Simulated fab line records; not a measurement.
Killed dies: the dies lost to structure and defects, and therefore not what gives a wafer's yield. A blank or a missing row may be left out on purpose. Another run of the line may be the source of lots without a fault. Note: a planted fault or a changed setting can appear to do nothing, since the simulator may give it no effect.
What tool caused it? ; flow n5Finfet ; 24 lots, 72 wafers sampled, at 6 steps of a route of 1938

WHAT THE GAUGES READ, wafer by wafer
No reading from a measuring or inspecting step in the record can be judged against a usual standard deviation.

EACH LOT AND THE TOOL THAT RAN IT (in order: tool; ch and the chambers of the sampled wafers; start)
lot;N5_BEOL_M5_ALD_86;N5_BEOL_M5_SURFACE_TREAT_87;N5_BEOL_M5_ANNEAL_84;N5_BEOL_M5_ANNEAL_89;N5_BEOL_M5_ANNEAL_51;N5_BEOL_M6_CURE_74
L074;aldMetal-03 ch 0,2,3, day 8 07:11;pvdSputter-01, day 8 07:28;pvdSputter-03, day 8 11:21;pvdSputter-03, day 8 12:26;rtpAnneal-01 ch 0, day 8 13:50;uvCure-01 ch 1, day 8 14:57
L075;aldMetal-03 ch 0,2,3, day 8 07:47;pvdSputter-01, day 8 09:34;pvdSputter-02, day 8 12:05;pvdSputter-02, day 8 13:10;rtpAnneal-02 ch 0, day 8 14:22;uvCure-03 ch 0, day 8 15:37
L076;aldMetal-03 ch 1,2,3, day 8 14:34;pvdSputter-03, day 8 14:47;pvdSputter-03, day 8 17:16;pvdSputter-03, day 8 18:21;rtpAnneal-01 ch 0, day 8 19:34;uvCure-01 ch 0, day 8 20:32
L077;aldMetal-03 ch 0,1,2, day 8 23:30;pvdSputter-01, day 8 23:50;pvdSputter-03, day 9 02:21;pvdSputter-03, day 9 03:26;rtpAnneal-01 ch 0, day 9 04:44;uvCure-03 ch 1, day 9 05:47
L078;aldMetal-03 ch 1,2, day 9 06:40;pvdSputter-03, day 9 06:55;pvdSputter-03, day 9 09:31;pvdSputter-03, day 9 10:36;rtpAnneal-01 ch 0, day 9 11:57;uvCure-03 ch 0, day 9 13:17
L080;aldMetal-04 ch 0,1,3, day 9 15:49;pvdSputter-01, day 9 16:14;pvdSputter-01, day 9 18:42;pvdSputter-01, day 9 19:47;rtpAnneal-01 ch 0, day 9 21:03;uvCure-03 ch 2, day 9 22:04
L079;aldMetal-04 ch 0,2, day 9 17:46;pvdSputter-03, day 9 18:04;pvdSputter-03, day 9 20:37;pvdSputter-03, day 9 21:41;rtpAnneal-01 ch 0, day 9 22:57;uvCure-03 ch 2, day 10 00:11
L081;aldMetal-03 ch 0,2, day 9 23:41;pvdSputter-03, day 10 01:34;pvdSputter-01, day 10 04:02;pvdSputter-01, day 10 05:08;rtpAnneal-02 ch 0, day 10 06:20;uvCure-02 ch 0, day 10 07:19
L082;aldMetal-02 ch 1,3, day 10 03:07;pvdSputter-03, day 10 03:37;pvdSputter-03, day 10 06:21;pvdSputter-03, day 10 07:26;rtpAnneal-02 ch 0, day 10 08:41;uvCure-02 ch 0, day 10 10:10
L084;aldMetal-04 ch 0,1,3, day 10 11:47;pvdSputter-01, day 10 12:01;pvdSputter-02, day 10 14:33;pvdSputter-02, day 10 15:38;rtpAnneal-01 ch 0, day 10 16:50;uvCure-02 ch 1, day 10 17:49
L083;aldMetal-04 ch 0,1,3, day 10 16:43;pvdSputter-02, day 10 17:01;pvdSputter-02, day 10 19:34;pvdSputter-02, day 10 20:39;rtpAnneal-01 ch 0, day 10 22:28;uvCure-02 ch 1, day 10 23:41
L085;aldMetal-03 ch 0,2, day 10 21:28;pvdSputter-03, day 10 21:43;pvdSputter-03, day 11 00:11;pvdSputter-03, day 11 01:17;rtpAnneal-02 ch 0, day 11 02:32;uvCure-02 ch 0, day 11 03:34
L086;aldMetal-03 ch 1,2,3, day 11 07:00;pvdSputter-03, day 11 07:15;pvdSputter-01, day 11 09:49;pvdSputter-01, day 11 10:54;rtpAnneal-01 ch 0, day 11 12:09;uvCure-02 ch 0, day 11 13:11
L087;aldMetal-04 ch 0,1,3, day 11 21:59;pvdSputter-02, day 11 22:19;pvdSputter-01, day 12 01:34;pvdSputter-01, day 12 02:39;rtpAnneal-02 ch 0, day 12 03:54;uvCure-01 ch 2, day 12 04:55
L088;aldMetal-02 ch 0,2, day 12 01:22;pvdSputter-03, day 12 01:40;pvdSputter-02, day 12 04:19;pvdSputter-02, day 12 05:23;rtpAnneal-01 ch 0, day 12 06:36;uvCure-03 ch 1, day 12 07:35
L090;aldMetal-03 ch 0,1,3, day 12 02:59;pvdSputter-01, day 12 03:44;pvdSputter-01, day 12 06:19;pvdSputter-01, day 12 07:23;rtpAnneal-01 ch 0, day 12 08:39;uvCure-03 ch 2, day 12 09:40
L092;aldMetal-02 ch 1,2,3, day 12 06:14;pvdSputter-02, day 12 06:29;pvdSputter-03, day 12 09:02;pvdSputter-03, day 12 10:07;rtpAnneal-02 ch 0, day 12 11:20;uvCure-02 ch 2, day 12 12:19
L089;aldMetal-03 ch 2,3, day 12 06:59;pvdSputter-02, day 12 07:31;pvdSputter-02, day 12 10:03;pvdSputter-02, day 12 11:08;rtpAnneal-01 ch 0, day 12 12:23;uvCure-02 ch 1, day 12 13:38
L091;aldMetal-02 ch 1,3, day 12 08:59;pvdSputter-01, day 12 09:14;pvdSputter-01, day 12 12:04;pvdSputter-01, day 12 13:10;rtpAnneal-02 ch 0, day 12 14:22;uvCure-03 ch 0, day 12 15:34
L093;aldMetal-02 ch 0,1,2, day 13 02:40;pvdSputter-03, day 13 02:53;pvdSputter-02, day 13 05:25;pvdSputter-02, day 13 06:30;rtpAnneal-02 ch 0, day 13 07:48;uvCure-03 ch 2, day 13 08:51
L094;aldMetal-04 ch 0,3, day 13 03:31;pvdSputter-03, day 13 03:53;pvdSputter-03, day 13 06:57;pvdSputter-03, day 13 08:02;rtpAnneal-01 ch 0, day 13 09:35;uvCure-02 ch 2, day 13 10:34
L096;aldMetal-03 ch 0,1,2, day 13 17:40;pvdSputter-02, day 13 17:56;pvdSputter-03, day 13 20:26;pvdSputter-03, day 13 21:31;rtpAnneal-02 ch 0, day 13 22:44;uvCure-02 ch 2, day 14 00:14
L097;aldMetal-02 ch 0,1,2, day 14 01:42;pvdSputter-01, day 14 01:56;pvdSputter-03, day 14 17:00;pvdSputter-03, day 14 18:05;rtpAnneal-02 ch 0, day 14 19:20;uvCure-03 ch 2, day 14 20:31
L095;aldMetal-04 ch 0,1,2, day 14 04:06;pvdSputter-02, day 14 04:23;pvdSputter-01, day 14 07:08;pvdSputter-01, day 14 08:19;rtpAnneal-01 ch 0, day 14 10:39;uvCure-02 ch 1, day 14 11:47
- N5_BEOL_M5_ALD_86: deposits TaN, pulse time 2 s, purge time 3 s, co reactant purge time 2 s.
- N5_BEOL_M5_SURFACE_TREAT_87
- N5_BEOL_M5_ANNEAL_84: time 1800 s.
- N5_BEOL_M5_ANNEAL_89: time 1800 s.
- N5_BEOL_M5_ANNEAL_51: time 90 s.
- N5_BEOL_M6_CURE_74: cures SiCOH lowk, time 240 s.

WHAT THE TOOLS THEMSELVES READ (means of the sampled wafers that have a number; where no wafer has one, the mark that the record gives instead)
N5_BEOL_M5_ALD_86.
lot;tool;heaterPowerW (W)
L074;aldMetal-03;427
L075;aldMetal-03;430
L076;aldMetal-03;429
L077;aldMetal-03;441
L078;aldMetal-03;445
L080;aldMetal-04;425
L079;aldMetal-04;442
L081;aldMetal-03;430
L082;aldMetal-02;408
L084;aldMetal-04;429
L083;aldMetal-04;421
L085;aldMetal-03;429
L086;aldMetal-03;426
L087;aldMetal-04;433
L088;aldMetal-02;436
L090;aldMetal-03;383
L092;aldMetal-02;408
L089;aldMetal-03;416
L091;aldMetal-02;404
L093;aldMetal-02;431
L094;aldMetal-04;424
L096;aldMetal-03;442
L097;aldMetal-02;425
L095;aldMetal-04;437

N5_BEOL_M5_ANNEAL_84.
lot;tool;heaterPowerW (W)
L074;pvdSputter-03;757
L075;pvdSputter-02;891
L076;pvdSputter-03;811
L077;pvdSputter-03;764
L078;pvdSputter-03;825
L080;pvdSputter-01;791
L079;pvdSputter-03;791
L081;pvdSputter-01;788
L082;pvdSputter-03;786
L084;pvdSputter-02;897
L083;pvdSputter-02;890
L085;pvdSputter-03;761
L086;pvdSputter-01;784
L087;pvdSputter-01;841
L088;pvdSputter-02;906
L090;pvdSputter-01;830
L092;pvdSputter-03;798
L089;pvdSputter-02;914
L091;pvdSputter-01;808
L093;pvdSputter-02;889
L094;pvdSputter-03;775
L096;pvdSputter-03;761
L097;pvdSputter-03;814
L095;pvdSputter-01;822

N5_BEOL_M5_ANNEAL_89.
lot;tool;heaterPowerW (W)
L074;pvdSputter-03;769
L075;pvdSputter-02;884
L076;pvdSputter-03;810
L077;pvdSputter-03;770
L078;pvdSputter-03;841
L080;pvdSputter-01;786
L079;pvdSputter-03;785
L081;pvdSputter-01;779
L082;pvdSputter-03;784
L084;pvdSputter-02;891
L083;pvdSputter-02;890
L085;pvdSputter-03;752
L086;pvdSputter-01;788
L087;pvdSputter-01;851
L088;pvdSputter-02;891
L090;pvdSputter-01;845
L092;pvdSputter-03;787
L089;pvdSputter-02;902
L091;pvdSputter-01;793
L093;pvdSputter-02;908
L094;pvdSputter-03;768
L096;pvdSputter-03;763
L097;pvdSputter-03;805
L095;pvdSputter-01;827

N5_BEOL_M5_ANNEAL_51.
lot;tool;annealTempC (C);annealTempCMax;wafer_temp_C_max
L074;rtpAnneal-01;225.04;226.5;226.17
L075;rtpAnneal-02;225.11;226.3;225.85
L076;rtpAnneal-01;224.88;226.4;226.13
L077;rtpAnneal-01;225.03;226.5;225.92
L078;rtpAnneal-01;225.01;226.8;225.86
L080;rtpAnneal-01;225.15;226.9;226.08
L079;rtpAnneal-01;224.83;226.2;225.83
L081;rtpAnneal-02;224.86;226.1;226.05
L082;rtpAnneal-02;225.12;226.2;225.92
L084;rtpAnneal-01;225.12;226.5;226.30
L083;rtpAnneal-01;224.93;226.4;225.92
L085;rtpAnneal-02;225.09;226.1;226.09
L086;rtpAnneal-01;225.29;226.6;225.97
L087;rtpAnneal-02;225.00;226.1;225.89
L088;rtpAnneal-01;224.92;226.4;225.82
L090;rtpAnneal-01;225.01;226.6;225.94
L092;rtpAnneal-02;225.11;226.1;225.74
L089;rtpAnneal-01;224.88;226.9;225.96
L091;rtpAnneal-02;224.97;226.2;225.92
L093;rtpAnneal-02;224.85;225.9;225.88
L094;rtpAnneal-01;224.96;227.2;225.97
L096;rtpAnneal-02;224.96;225.9;225.87
L097;rtpAnneal-02;224.87;226.0;225.91
L095;rtpAnneal-01;225.11;226.7;226.06

N5_BEOL_M6_CURE_74.
lot;tool;lampPowerPct (%);wafer_temp_C_max
L074;uvCure-01;52.29;387.1
L075;uvCure-03;52.31;386.6
L076;uvCure-01;52.38;386.5
L077;uvCure-03;52.31;388.0
L078;uvCure-03;52.37;386.8
L080;uvCure-03;52.33;386.7
L079;uvCure-03;52.34;386.0
L081;uvCure-02;52.33;386.9
L082;uvCure-02;52.30;386.9
L084;uvCure-02;52.28;387.5
L083;uvCure-02;52.33;387.6
L085;uvCure-02;52.36;386.7
L086;uvCure-02;52.32;387.1
L087;uvCure-01;52.34;387.5
L088;uvCure-03;52.32;388.0
L090;uvCure-03;52.32;386.4
L092;uvCure-02;52.29;386.1
L089;uvCure-02;52.31;387.6
L091;uvCure-03;52.27;386.9
L093;uvCure-03;52.35;387.0
L094;uvCure-02;52.33;386.5
L096;uvCure-02;52.33;386.1
L097;uvCure-03;52.33;386.6
L095;uvCure-02;52.33;387.4

THE ANSWER, worked out from the rows above alone
Rule: usual is defined by the lots themselves. Put in order of their means at a reading, lots are off if they are a third of the lots or fewer, leave a main group of 4 or more, and stand apart from it by a gap of 3 or more times the standard deviation of the main group's means; of several such gaps the widest counts. If all means in a main group match to the digits the tables above print for the reading, that group is not used. Also off: a lot with no number at a reading for which 4 or more lots have one. The other lots that the step has rows for count as sound. The gauges are gone through in route order, then the tools' own readings, and for those a lot's mean is taken as printed above. The first step at which some lot is off is used, and at that step the reading that is off furthest; a lot without a number counts as furthest.
Nothing can be told from this: no lot is off at any reading shown.

WHAT HAD BEEN PUT IN BY THE SIMULATOR
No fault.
